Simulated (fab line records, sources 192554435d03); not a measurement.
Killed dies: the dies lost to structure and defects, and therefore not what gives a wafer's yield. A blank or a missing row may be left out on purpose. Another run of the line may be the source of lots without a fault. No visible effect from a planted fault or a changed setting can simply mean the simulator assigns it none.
Chamber matching ; flow n5 finfet ; 4 sister chambers for N5_BEOL_M0_ALD_136 on ald metal-02
The step deposits TaN, pulse time 2 s, purge time 3 s, co reactant purge time 2 s. 18 wafers are shown with their chamber, then 9 later ones without.

== WAFERS WITH THEIR CHAMBER ==
wafer;chamber;heater power w (W);mfc carrier sccm (sccm);precursor vessel carrier sccm (sccm)
L078.1;3;403;1497;1007
L078.4;1;389;1500;997
L078.6;0;427;1492;1005
L082.1;2;463;1501;1000
L082.2;3;403;1507;999
L082.3;1;398;1502;1003
L083.2;1;399;1504;1002
L083.4;0;414;1498;994
L083.5;1;384;1507;1003
L085.1;1;388;1497;994
L085.4;3;408;1497;1001
L085.6;2;455;1495;1002
L087.3;2;456;1497;1001
L087.5;1;386;1510;1003
L087.6;2;457;1495;1001
L091.1;0;417;1494;1003
L091.2;2;455;1500;1002
L091.4;3;405;1500;1002

SIGNATURES (means of the wafers above)
reading;chamber 0;chamber 1;chamber 2;chamber 3;scatter within a chamber
heater power w;419.33;390.67;457.20;404.75;5.03
mfc carrier sccm;1494.67;1503.33;1497.60;1500.25;4.04
precursor vessel carrier sccm;1000.67;1000.33;1001.20;1002.25;3.6
Rule: distance of a wafer from a chamber = root of the sum over the readings of ((wafer's reading minus chamber's mean) / reading's scatter) squared. If the next closest chamber is less than 2 further off than the closest, the wafer can't be placed; otherwise it belongs to the closest. The scatter: take each reading less its chamber's mean, square it, sum over the shown wafers, divide by the number of wafers less the number of chambers, and take the root.

== WAFERS WITHOUT THEIR CHAMBER ==
wafer;heater power w (W);mfc carrier sccm (sccm);precursor vessel carrier sccm (sccm)
L093.1;464;1500;998
L093.2;423;1499;1004
L093.4;387;1496;1000
L092.1;411;1498;1000
L092.4;462;1505;998
L092.5;471;1499;993
L097.2;451;1503;1001
L097.4;411;1499;1002
L097.6;415;1497;1001

== EACH ONE'S CHAMBER ==
wafer;from the rows above;in truth
L093.1;2;2
L093.2;0;0
L093.4;can't be placed: 1 or 3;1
L092.1;can't be placed: 3 or 0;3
L092.4;2;2
L092.5;2;2
L097.2;2;2
L097.4;can't be placed: 3 or 0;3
L097.6;can't be placed: 0 or 3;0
5 of 9 placed correctly. Not placeable from these rows: 4 (in 4, the candidates include the true chamber). 0 placed wrongly.
